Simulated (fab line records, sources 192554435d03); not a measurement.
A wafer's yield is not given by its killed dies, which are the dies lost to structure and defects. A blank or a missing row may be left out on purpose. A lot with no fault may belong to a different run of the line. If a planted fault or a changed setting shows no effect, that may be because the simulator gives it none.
Which tool did it? || flow n5-finfet || Sampling: 9 lots, 27 wafers, 4 of 1938 route steps

== WHAT THE GAUGES SHOWED, per wafer ==
N5_FIN_SAQP_INSPECT_40: inspects for defects (brightfield).
{"lot": "L753", "measured": "day 2 03:46", "on": "defect-inspect-02", "raw-defect-count": "185 247 153"}
{"lot": "L757", "measured": "day 3 04:16", "on": "defect-inspect-02", "raw-defect-count": "308 271 306"}
{"lot": "L758", "measured": "day 3 09:11", "on": "defect-inspect-02", "raw-defect-count": "236 214 271"}
{"lot": "L759", "measured": "day 3 16:59", "on": "defect-inspect-02", "raw-defect-count": "285 247 232"}
{"lot": "L763", "measured": "day 4 14:14", "on": "defect-inspect-01", "raw-defect-count": "210 198 236"}
{"lot": "L769", "measured": "day 6 02:46", "on": "defect-inspect-01", "raw-defect-count": "1308 1370 1325"}
{"lot": "L772", "measured": "day 6 20:31", "on": "defect-inspect-01", "raw-defect-count": "1469 1379 1435"}
{"lot": "L775", "measured": "day 7 14:40", "on": "defect-inspect-01", "raw-defect-count": "253 323 262"}
{"lot": "L776", "measured": "day 7 21:59", "on": "defect-inspect-02", "raw-defect-count": "311 457 380"}

== TOOL THAT RAN EACH LOT (tool first, then ch and the chambers of the sampled wafers, then the start) ==
{"lot": "L753", "N5_FIN_SAQP_ETCH_69": "rie-diel-06 ch 0,1,2, day 2 02:08", "N5_FIN_SAQP_STRIP_70": "rie-diel-06 ch 0,1,2, day 2 02:14", "N5_FIN_SAQP_SPACER2_ALD_28": "ald-sin-01 ch 1,2, day 2 02:26"}
{"lot": "L757", "N5_FIN_SAQP_ETCH_69": "rie-diel-06 ch 0,2,3, day 3 02:48", "N5_FIN_SAQP_STRIP_70": "rie-diel-06 ch 0,2,3, day 3 02:54", "N5_FIN_SAQP_SPACER2_ALD_28": "ald-sin-02 ch 0,3, day 3 03:06"}
{"lot": "L758", "N5_FIN_SAQP_ETCH_69": "rie-diel-04 ch 0,1,2, day 3 07:46", "N5_FIN_SAQP_STRIP_70": "rie-diel-04 ch 0,1,2, day 3 07:52", "N5_FIN_SAQP_SPACER2_ALD_28": "ald-sin-01 ch 0,2,3, day 3 08:04"}
{"lot": "L759", "N5_FIN_SAQP_ETCH_69": "rie-diel-06 ch 0,1, day 3 15:35", "N5_FIN_SAQP_STRIP_70": "rie-diel-06 ch 0,1, day 3 15:41", "N5_FIN_SAQP_SPACER2_ALD_28": "ald-sin-02 ch 0,1,3, day 3 15:53"}
{"lot": "L763", "N5_FIN_SAQP_ETCH_69": "rie-diel-05 ch 0,1,2, day 4 12:49", "N5_FIN_SAQP_STRIP_70": "rie-diel-05 ch 0,1,2, day 4 12:55", "N5_FIN_SAQP_SPACER2_ALD_28": "ald-sin-04 ch 1,2,3, day 4 13:07"}
{"lot": "L769", "N5_FIN_SAQP_ETCH_69": "rie-diel-06 ch 1,2,3, day 6 01:20", "N5_FIN_SAQP_STRIP_70": "rie-diel-06 ch 1,2,3, day 6 01:26", "N5_FIN_SAQP_SPACER2_ALD_28": "ald-sin-02 ch 0,1,3, day 6 01:39"}
{"lot": "L772", "N5_FIN_SAQP_ETCH_69": "rie-diel-06 ch 0,1, day 6 19:07", "N5_FIN_SAQP_STRIP_70": "rie-diel-06 ch 0,1, day 6 19:13", "N5_FIN_SAQP_SPACER2_ALD_28": "ald-sin-02 ch 0,2,3, day 6 19:25"}
{"lot": "L775", "N5_FIN_SAQP_ETCH_69": "rie-diel-04 ch 1,2, day 7 12:18", "N5_FIN_SAQP_STRIP_70": "rie-diel-04 ch 1,2, day 7 12:24", "N5_FIN_SAQP_SPACER2_ALD_28": "ald-sin-04 ch 1,2, day 7 13:20"}
{"lot": "L776", "N5_FIN_SAQP_ETCH_69": "rie-diel-04 ch 1,2, day 7 20:27", "N5_FIN_SAQP_STRIP_70": "rie-diel-04 ch 1,2, day 7 20:33", "N5_FIN_SAQP_SPACER2_ALD_28": "ald-sin-01 ch 1,2, day 7 20:46"}
- N5_FIN_SAQP_ETCH_69: etches SOC in N2/H2, stops on SiNx, target depth 150 nm.
- N5_FIN_SAQP_STRIP_70: strips in N2/H2.
- N5_FIN_SAQP_SPACER2_ALD_28: deposits SiO2, target thk 8.1 nm, pulse time 1 s, purge time 2 s.

== THE ANSWER, worked out from the rows above alone ==
Rule: usual is defined by the lots themselves. Put in order of their means at a reading, lots are off if they are a third of the lots or fewer, leave a main group of 4 or more, and stand apart from it by a gap of 3 or more times the standard deviation of the main group's means; of several such gaps the widest counts. A main group whose means are all the same, to the digits that the tables above print for the reading, isn't used. Also off: a lot with no number at a reading for which 4 or more lots have one. Where the step has rows for the other lots, those lots are counted as sound.
Off, at N5_FIN_SAQP_INSPECT_40 on raw-defect-count: L769, L772. Main group: mean 266, sd 57.
If a tool, at a process step before that reading, ran all the lots that are off and no sound lot after the first of them, it fits. Those tools and the gauges at N5_FIN_SAQP_INSPECT_40 are tried in the same way. This does not decide it: 2 tools fit, namely rie-diel-06 at N5_FIN_SAQP_ETCH_69 and N5_FIN_SAQP_STRIP_70 and ald-sin-02 at N5_FIN_SAQP_SPACER2_ALD_28.

== WHAT HAD BEEN PUT IN BY THE SIMULATOR ==
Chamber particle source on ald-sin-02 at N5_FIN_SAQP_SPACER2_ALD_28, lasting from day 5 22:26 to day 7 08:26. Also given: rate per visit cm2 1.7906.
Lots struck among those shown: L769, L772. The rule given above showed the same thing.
